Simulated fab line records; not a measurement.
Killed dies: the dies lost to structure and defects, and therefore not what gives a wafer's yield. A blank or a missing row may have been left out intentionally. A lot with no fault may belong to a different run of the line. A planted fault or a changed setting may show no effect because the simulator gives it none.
Which tool did it? + flow n5 finfet + 9 lots with 27 wafers sampled at 2 steps, on a route of 1938 steps

== WHAT THE GAUGES READ, wafer by wafer ==
N5_BEOL_M4_RC_MEAS_101.
| lot  | measured     | on        | DIBL_N (mV/V)  |
|------|--------------|-----------|----------------|
| L491 | day 8 15:06  | prober-02 | 33.5 35.2 37.1 |
| L492 | day 8 17:19  | prober-02 | 36.6           |
| L494 | day 9 06:56  | prober-02 | 36.3 36.4 36.9 |
| L500 | day 10 21:25 | prober-01 | 38.7 37.7 36.6 |
| L504 | day 11 15:35 | prober-02 | 36.1 35.4 37.2 |
| L505 | day 12 12:33 | prober-02 | 35.1 38.1 35.5 |
| L506 | day 12 17:29 | prober-01 | 35.4 38.7 39.3 |
| L507 | day 12 18:56 | prober-02 | 37.5 34.7 36.6 |
| L510 | day 15 05:43 | prober-01 | 35.2 34.7 36.7 |

== WHAT TOOL EACH LOT RAN ON (gives the tool, then ch and the chambers of the sampled wafers, and finally the start) ==
| lot  | N5_FIN_CUT_ETCH_21                |
|------|-----------------------------------|
| L491 | rie diel-02 ch 1,2,3, day 2 21:10 |
| L492 | rie diel-02 ch 0,2, day 3 04:05   |
| L494 | rie diel-05 ch 1,2,3, day 3 16:01 |
| L500 | rie diel-05 ch 0,1,2, day 5 03:33 |
| L504 | rie diel-02 ch 0,1, day 6 02:35   |
| L505 | rie diel-02 ch 1,2, day 6 08:27   |
| L506 | rie diel-05 ch 1,2, day 6 14:25   |
| L507 | rie diel-02 ch 1,2, day 6 21:09   |
| L510 | rie diel-02 ch 1,2,3, day 7 15:28 |
- N5_FIN_CUT_ETCH_21: etches SOC in N2/H2, target depth 219 nm, overetch 43.8 nm, time 523.5 s.

== THE ANSWER, worked out from the rows above alone ==
Rule: the usual values come from the lots themselves. Put in order of their means at a reading, lots are off if they are a third of the lots or fewer, leave a main group of 4 or more, and stand apart from it by a gap of 3 or more times the standard deviation of the main group's means; of several such gaps the widest counts. The tables above print the reading to a certain number of digits; a main group whose means all agree to those digits is not used. Also off: a lot with no number at a reading for which 4 or more lots have one. Any other lot the step has rows for is counted as sound.
Across all readings shown, no lot is off: no conclusion can be drawn from this.

== WHAT THE SIMULATOR HAD INSERTED ==
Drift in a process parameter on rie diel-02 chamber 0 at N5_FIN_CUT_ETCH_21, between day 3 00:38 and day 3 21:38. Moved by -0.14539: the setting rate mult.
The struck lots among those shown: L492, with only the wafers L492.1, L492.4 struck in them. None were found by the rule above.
